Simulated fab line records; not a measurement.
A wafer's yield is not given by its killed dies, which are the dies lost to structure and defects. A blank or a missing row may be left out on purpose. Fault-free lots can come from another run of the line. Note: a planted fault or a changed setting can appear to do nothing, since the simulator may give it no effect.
Problem report, 8D (eight disciplines) form, completed by code    flow n5 finfet    the parts of the form that need people (team, actions taken, sign-off) are left out

## 1. WHAT IS WRONG
A mean of 1.13 a.u. is read at N5_PASSIVATION_PASS_ETCH_74 for oes product au, taken on 1 wafer of 1 lot, against 0.76 a.u. (standard deviation 0.085) on wafers free of any fault. That is +4.4 standard deviations from the usual mean.
The step: etches SiNx in CF4/O2, target depth 220 nm, time 110 s.
Seen first at day 16 18:56 on rie diel-01, wafer L156.6. The record holds 32 wafers of 11 lots with a number at this step. The rule behind "out" and "out of limits": a value lying over 4 standard deviations away from the usual mean. The rest of the wafers with a number are treated as sound.

## 2. WHAT IT IS AND WHAT IT IS NOT
question                     is                 is not
which readings at this step  oes product au     bias w, drypump motor current A, oes_o_777_au, rf vpp V, showerhead plenum p Torr, throttle valve pct
which lots                   L156               L142, L143, L145, L146, L147, L149, L152, L159, L160, L161
which wafers of those lots   L156.6             L156.2, L156.3
read on which tools          rie diel-01        rie diel-02, rie diel-05
when                         from day 16 18:56  up to then (22 sound wafers); but 9 sound wafers of L159, L160, L161 came after

## 3. THE SUSPECTS, EACH WITH WHAT RULES IT OUT
Counting: a tool at a process step up to the reading stays a suspect if it ran every lot that is out. Sound lots after the first of them don't rule it out here, since some wafers of a struck lot are sound.
- pecvd-04 at N5_BEOL_M15_DEP_53 (deposits SiCN from 3MS/NH3, target thk 50 nm, time 17.8 s): kept. The lot that is out, L156, ran on it at day 16 11:13; the last sound lot it ran before that was L152, at day 15 02:21.
- ald hk-03 at N5_MIM_TOP_ALD_02 (deposits Al2O3, purge time 3 s, co reactant pulse time 3 s): kept. The lot that is out, L156, ran on it at day 16 15:50; the last sound lot it ran before that was L149, at day 14 11:52. With no start given for some of its lots, N5_MIM_TOP_ALD_02 uses the hours and lot order of N5_MIM_TOP_ETCH_PECVD_03.
- pecvd-03 at N5_MIM_TOP_ETCH_PECVD_03 (deposits SiNx from SiH4/NH3/N2, target thk 20 nm, time 17.6 s): kept. The lot that is out, L156, ran on it at day 16 15:50; the last sound lot it ran before that was L149, at day 14 11:52.
- rie diel-01 at N5_PASSIVATION_PASS_ETCH_74 (etches SiNx in CF4/O2, target depth 220 nm, time 110 s): kept. The lot that is out, L156, ran on it at day 16 18:56; the last sound lot it ran before that was L152, at day 15 11:08. On those wafers its own readings are out: oes product au.
Left after counting: pecvd-04 at N5_BEOL_M15_DEP_53, ald hk-03 at N5_MIM_TOP_ALD_02, pecvd-03 at N5_MIM_TOP_ETCH_PECVD_03, rie diel-01 at N5_PASSIVATION_PASS_ETCH_74.

## 4. THE CAUSE (what the simulator had put in)
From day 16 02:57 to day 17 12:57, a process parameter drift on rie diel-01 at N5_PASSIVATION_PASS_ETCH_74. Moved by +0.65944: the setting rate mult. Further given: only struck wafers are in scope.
Of the 4 suspects that counting leaves, this tool is one.

## 5. THE CHAIN OF EFFECTS, in route order
Each row: a reading whose mean over the struck wafers that have a number lies more than 3 standard deviations from the usual. Readings are gone through only where the record gives a usual standard deviation; hours: the median, over the lots, of the time from a lot's start at the first step in this table giving one to that lot's start at this step; sigmas: the change measured in usual standard deviations.
hours  step                         reading         usual      on struck wafers  change  sigmas
0      N5_PASSIVATION_PASS_ETCH_74  oes product au  0.76 a.u.  1.13              +0.37   +4.4
Its process steps:
- N5_PASSIVATION_PASS_ETCH_74: etches SiNx in CF4/O2, target depth 220 nm, time 110 s.

## 6. HOW IT WOULD HAVE BEEN CAUGHT EARLIER
16 hours passed between the start of the fault at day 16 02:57 and the first reading out of limits in this record, taken at day 16 18:56.
